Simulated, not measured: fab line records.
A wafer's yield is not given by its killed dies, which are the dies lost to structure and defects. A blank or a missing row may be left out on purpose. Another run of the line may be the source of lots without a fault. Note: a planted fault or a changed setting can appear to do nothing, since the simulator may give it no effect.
Matching of chambers + flow nand_harc + ald_hk-04 running NHARC_A_CHANNEL_FILL_D2_ALD_16: 4 sister chambers
The step deposits SiO2, target thk 1.5 nm, pulse time 10 s, ald cycles 15. 27 wafers are shown with their chamber, then 12 later ones without.

== WAFERS WITH THEIR CHAMBER ==
| wafer  | chamber | heater_power_w (W) | precursor_pulse_height_rel |
|--------|---------|--------------------|----------------------------|
| L076.1 | 0       | 584                | 0.957                      |
| L076.5 | 3       | 467                | 0.989                      |
| L076.6 | 0       | 586                | 0.995                      |
| L078.2 | 2       | 453                | 1.007                      |
| L078.4 | 1       | 470                | 0.975                      |
| L078.5 | 0       | 595                | 1.011                      |
| L077.1 | 3       | 470                | 1.027                      |
| L077.5 | 3       | 466                | 1.016                      |
| L077.6 | 0       | 595                | 1.008                      |
| L079.2 | 3       | 474                | 0.994                      |
| L079.4 | 0       | 583                | 0.967                      |
| L079.5 | 1       | 467                | 0.990                      |
| L080.3 | 3       | 457                | 1.013                      |
| L080.4 | 1       | 461                | 1.021                      |
| L080.6 | 0       | 601                | 1.005                      |
| L081.4 | 0       | 603                | 1.002                      |
| L081.5 | 1       | 468                | 1.013                      |
| L081.6 | 2       | 440                | 0.996                      |
| L082.1 | 2       | 438                | 0.994                      |
| L082.4 | 0       | 590                | 1.015                      |
| L082.5 | 0       | 608                | 0.990                      |
| L083.3 | 0       | 608                | 1.004                      |
| L083.4 | 1       | 470                | 1.024                      |
| L083.5 | 1       | 475                | 1.026                      |
| L083.1 | 3       | 459                | 1.036                      |
| L083.2 | 2       | 453                | 1.015                      |
| L083.6 | 0       | 595                | 1.005                      |

SIGNATURES (averages over the wafers above)
| reading                    | chamber 0 | chamber 1 | chamber 2 | chamber 3 | scatter within a chamber |
|----------------------------|-----------|-----------|-----------|-----------|--------------------------|
| heater_power_w             | 595.27    | 468.50    | 446.00    | 465.50    | 7.58                     |
| precursor_pulse_height_rel | 0.99627   | 1.00817   | 1.00300   | 1.01250   | 0.0181                   |
Rule: a wafer's distance from a chamber is the root of the sum, over the readings, of the square of ((its reading less the chamber's mean) divided by the reading's scatter). If the next closest chamber is less than 2 further off than the closest, the wafer can't be placed; otherwise it belongs to the closest. The scatter is the square root of a quotient: the sum, over the shown wafers, of each reading's squared deviation from its chamber's mean, divided by wafers minus chambers.

== WAFERS WHOSE CHAMBER IS MISSING ==
| wafer  | heater_power_w (W) | precursor_pulse_height_rel |
|--------|--------------------|----------------------------|
| L086.1 | 469                | 1.001                      |
| L086.2 | 594                | 1.031                      |
| L086.5 | 611                | 0.968                      |
| L086.3 | 475                | 1.012                      |
| L086.4 | 445                | 1.020                      |
| L086.6 | 446                | 0.996                      |
| L090.1 | 457                | 0.986                      |
| L090.3 | 463                | 1.003                      |
| L090.4 | 560                | 1.007                      |
| L091.1 | 461                | 1.026                      |
| L091.3 | 437                | 0.997                      |
| L091.5 | 459                | 1.024                      |

== CHAMBER TAKEN BY EACH ==
| wafer  | from the rows above          | in truth                   |
|--------|------------------------------|----------------------------|
| L086.1 | can't be placed: 1 or 3      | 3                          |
| L086.2 | 0                            | 0                          |
| L086.5 | 0                            | 0                          |
| L086.3 | can't be placed: 1 or 3      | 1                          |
| L086.4 | can't be placed: 2 or 3      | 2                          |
| L086.6 | 2                            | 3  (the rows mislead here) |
| L090.1 | can't be placed: 2 or 3 or 1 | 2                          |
| L090.3 | can't be placed: 3 or 1 or 2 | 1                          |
| L090.4 | 0                            | 0                          |
| L091.1 | can't be placed: 3 or 1 or 2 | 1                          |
| L091.3 | 2                            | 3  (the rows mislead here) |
| L091.5 | can't be placed: 3 or 1 or 2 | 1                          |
Placed correctly: 3 of 12. Unplaceable from these rows: 7, with the true chamber sitting among the candidates in 7. Placed wrongly: 2.
